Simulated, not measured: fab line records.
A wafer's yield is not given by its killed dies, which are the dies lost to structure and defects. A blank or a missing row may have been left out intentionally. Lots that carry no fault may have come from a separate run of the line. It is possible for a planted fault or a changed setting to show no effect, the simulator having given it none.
8D (eight disciplines) problem report, filled in by code    flow n5Finfet    the parts of the form that need people (team, actions taken, sign-off) are left out

== 1. PROBLEM STATEMENT ==
On 2 wafers of 1 lot, biasW at N5_BEOL_M8_TRENCH_ETCH_37 has a mean of 217.4 W; fault-free wafers read 185.0 W, standard deviation 0.57. Measured from the usual mean, that is +57 standard deviations.
The step: etches SiCOH lowk in C4F6/O2, target depth 93.478 nm, time 31.2 s.
First seen on wafer L351.4, day 12 23:31, on rieDiel-01. The record holds 15 wafers of 5 lots with a number at this step. The rule behind "out" and "out of limits": a value lying over 4 standard deviations away from the usual mean. All remaining wafers that have a number are taken as sound.

== 2. WHAT IT IS, WHAT IT ISN'T ==
question                     is                 is not
which readings at this step  biasW, rfVppV      drypumpMotorCurrentA, mfcArSccm, oesProductAu, showerheadPlenumPTorr, throttleValvePct
which lots                   L351               L345, L349, L355, L360
which wafers of those lots   L351.4, L351.6     L351.2
read on which tools          rieDiel-01         rieDiel-02, rieDiel-03
when                         from day 12 23:31  up to then (7 sound wafers); but 6 sound wafers of L355, L360 came after

== 3. WHAT RULES OUT EACH SUSPECT ==
Counting: any tool at a process step up to the reading remains a suspect provided it ran every lot that is out. Sound lots after the first of them don't rule it out here, since some wafers of a struck lot are sound.
- rieDiel-01 at N5_BEOL_M8_ETCH_66 (etches SOC in N2/H2, target depth 80 nm, overetch 16 nm, time 120 s): kept. It processed L351, the lot that is out, at day 12 23:19, and its most recent sound lot before then was L349 at day 12 09:40.
- rieDiel-01 at N5_BEOL_M8_TRENCH_ETCH_37 (etches SiCOH lowk in C4F6/O2, target depth 93.478 nm, time 31.2 s): kept. It processed L351, the lot that is out, at day 12 23:31, and its most recent sound lot before then was L349 at day 12 09:52. Out on those wafers are its own readings of biasW, rfVppV.
- At N5_BEOL_M8_ETCH_66 on rieDiel-01, chamber 3 took the sound wafers of the same lots and chamber 0 took the wafers that are out.
- At N5_BEOL_M8_TRENCH_ETCH_37 on rieDiel-01, chamber 3 took the sound wafers of the same lots and chamber 0 took the wafers that are out.
Remaining after the count are rieDiel-01 at N5_BEOL_M8_ETCH_66 and rieDiel-01 at N5_BEOL_M8_TRENCH_ETCH_37.

== 4. THE CAUSE (what the simulator had put in) ==
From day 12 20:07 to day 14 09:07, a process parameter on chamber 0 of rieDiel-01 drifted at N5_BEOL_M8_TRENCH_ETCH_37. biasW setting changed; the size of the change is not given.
This tool is one of the 2 suspects left after counting.

== 5. THE CHAIN OF EFFECTS, in route order ==
Each row: a reading whose mean over the struck wafers that have a number lies more than 3 standard deviations from the usual. Only readings whose record carries a usual standard deviation are examined. hours: median over the lots of the time between each lot's start at the first step of this table that gives one and its start at this step. sigmas: the change, counted in usual standard deviations.
hours  step                       reading  usual    on struck wafers  change  sigmas
0      N5_BEOL_M8_TRENCH_ETCH_37  biasW    185.0 W  217.4             +32.4   +57
0      N5_BEOL_M8_TRENCH_ETCH_37  rfVppV   674 V    790               +116    +5.5
Process steps it contains:
- N5_BEOL_M8_TRENCH_ETCH_37: etches SiCOH lowk in C4F6/O2, target depth 93.478 nm, time 31.2 s.
Later steps that measure or inspect, where all struck wafers having a row at the step show a number for every such reading and not one has moved that far: N5_BEOL_M8_OCD_MEAS_38, N5_BEOL_M8_CD_MEAS_35, N5_BEOL_M8_THK_MEAS_53.

== 6. HOW IT WOULD HAVE BEEN CAUGHT EARLIER ==
In this record the first reading out of limits was taken at day 12 23:31, 3 hours after the fault began at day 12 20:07.
